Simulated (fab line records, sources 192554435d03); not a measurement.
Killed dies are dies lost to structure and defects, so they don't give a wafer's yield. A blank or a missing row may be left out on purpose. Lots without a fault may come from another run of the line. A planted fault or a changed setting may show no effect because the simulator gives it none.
Problem report in the 8D (eight disciplines) form, filled by code | flow n5_finfet | the parts of the form that need people (team, actions taken, sign-off) are left out

1. THE PROBLEM
M3_ILD_THK at N5_BEOL_M3_THK_MEAS_01 reads a mean of 92.5 nm on 4 wafers of 3 lots; wafers without a fault read 79.4 nm with a standard deviation of 0.95. That is +14 standard deviations from the usual mean.
First seen on wafer L235.4, day 11 16:00, on film_metro-02. The record holds 15 wafers of 5 lots with a number at this step. Rule for "out", or "out of limits": more than 4 standard deviations from the usual mean. The other wafers with a number count as sound.

2. WHAT IT IS AND WHAT IT IS NOT
question                    | is                             | is not
which readings at this step | M3_ILD_THK                     | -
which lots                  | L235, L237, L239               | L228, L242
which wafers of those lots  | L235.4, L237.5, L239.1, L239.5 | L235.1, L235.2, L237.2, L237.4, L239.4
read on which gauges        | film_metro-02                  | -
when                        | from day 11 16:00              | up to then (5 sound wafers); but 6 sound wafers of L237, L239, L242 came after

3. SUSPECTS, AND WHAT RULES EACH OUT
Counting: a tool at a process step up to the reading stays a suspect if it ran every lot that is out. Sound lots after the first of them don't rule it out here, since some wafers of a struck lot are sound.
- the gauge at N5_BEOL_M3_THK_MEAS_01: kept. All the wafers that are out were read on film_metro-02, and no step on other tools shows them out.
- pecvd-02 at N5_BEOL_M3_ILD_DEP_00 (deposits SiOC from DEMS/O2, target thk 79 nm, time 15.3 s): kept. It ran every lot that is out, first L235 (day 11 15:56); its last sound lot up to then is L228 (day 8 22:26).
- Within pecvd-02 at N5_BEOL_M3_ILD_DEP_00: the wafers that are out ran in chamber 2; their sound lot-mates ran in chambers 0, 1.
Left after counting: pecvd-02 at N5_BEOL_M3_ILD_DEP_00, film_metro-02 at N5_BEOL_M3_THK_MEAS_01.

4. THE CAUSE (what the simulator had put in)
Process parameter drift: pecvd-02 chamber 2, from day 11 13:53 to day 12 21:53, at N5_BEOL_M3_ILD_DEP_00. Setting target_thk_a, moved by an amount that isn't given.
Counting left 2 suspects, and this tool is among them.

5. THE CHAIN OF EFFECTS, in route order
Each row: a reading whose mean over the struck wafers that have a number lies more than 3 standard deviations from the usual. Only readings for which the record gives a usual standard deviation are gone through. hours: the time from each lot's start at the first step in this table that gives one to its start at this step, as a median over the lots. sigmas: the change in usual standard deviations.
hours | step                   | reading    | usual   | on struck wafers | change | sigmas
0     | N5_BEOL_M3_THK_MEAS_01 | M3_ILD_THK | 79.4 nm | 92.5             | +13.1  | +14
Later measuring or inspecting steps at which every struck wafer that the step has a row for has a number for every such reading, and none has moved that far: N5_BEOL_M4_RC_MEAS_101.

6. WHAT WOULD HAVE CAUGHT IT SOONER
In this record the first reading out of limits at a measuring or inspecting step was taken at day 11 16:00, 2 hours after the fault began at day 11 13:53.
Of the tool readings at N5_BEOL_M3_ILD_DEP_00 for which the record gives a usual standard deviation, none was out on any struck wafer, so an alarm limit of 4 standard deviations on them would not have fired.
Of the lots that are out (3), L237, L239 began N5_BEOL_M3_ILD_DEP_00 on pecvd-02 after day 11 16:00. A hold on the tool at that time would have spared those 2.
